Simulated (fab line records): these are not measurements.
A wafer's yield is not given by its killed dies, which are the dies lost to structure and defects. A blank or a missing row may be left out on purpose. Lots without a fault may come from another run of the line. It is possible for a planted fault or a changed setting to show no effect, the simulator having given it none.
Matching of chambers    flow n5 finfet    N5_BEOL_M9_ETCH_76 on rie diel-03: 4 sister chambers
The step etches underlayer in N2/H2, target depth 6.5 nm, time 5.2 s. 14 wafers are shown with their chamber, then 7 later ones without.

WAFERS, EACH WITH ITS CHAMBER
wafer   chamber  showerhead plenum p Torr (Torr)  drypump motor current A (A)  throttle valve pct (%)
L077.2  2        2.53                             5.26                         18.36
L077.3  3        2.51                             5.73                         18.24
L077.6  0        2.50                             5.59                         17.64
L084.1  2        2.52                             5.31                         18.40
L084.2  3        2.51                             5.68                         17.80
L084.5  2        2.52                             5.34                         18.41
L086.1  1        2.32                             5.20                         17.57
L086.4  0        2.50                             5.57                         17.68
L086.5  1        2.32                             5.22                         17.56
L085.1  3        2.50                             5.73                         17.80
L085.2  0        2.50                             5.53                         17.69
L085.6  0        2.50                             5.56                         17.70
L088.1  0        2.50                             5.60                         17.69
L088.2  3        2.50                             5.71                         17.83

SIGNATURES (averages over the wafers above)
reading                   chamber 0  chamber 1  chamber 2  chamber 3  scatter within a chamber
showerhead plenum p Torr  2.5000     2.3200     2.5233     2.5050     0.00408
drypump motor current A   5.5700     5.2100     5.3033     5.7125     0.0285
throttle valve pct        17.6800    17.5650    18.3900    17.9175    0.12
Rule: for a wafer and a chamber, the distance is found by dividing, reading by reading, the gap between the wafer's reading and the chamber's mean by the reading's scatter, squaring, summing and taking the root. The wafer belongs to the nearest chamber; if the next one is less than 2 further off, it can't be placed. How the scatter is found: for the shown wafers, subtract from each reading the mean of its chamber, square and add these, divide the total by (wafers less chambers), then take the root.

WAFERS WITHOUT THEIR CHAMBER
wafer   showerhead plenum p Torr (Torr)  drypump motor current A (A)  throttle valve pct (%)
L088.5  2.50                             5.72                         17.82
L089.1  2.50                             5.56                         17.67
L089.2  2.50                             5.69                         17.80
L089.5  2.52                             5.30                         18.41
L095.2  2.51                             5.27                         18.44
L095.5  2.51                             5.28                         18.42
L095.6  2.50                             5.69                         17.83

EACH ONE'S CHAMBER
wafer   from the rows above  in truth
L088.5  3                    3
L089.1  0                    0
L089.2  3                    3
L089.5  2                    2
L095.2  2                    2
L095.5  2                    2
L095.6  3                    3
7 of 7 placed correctly. Left unplaced by these rows: 0. Number placed wrongly: 0.
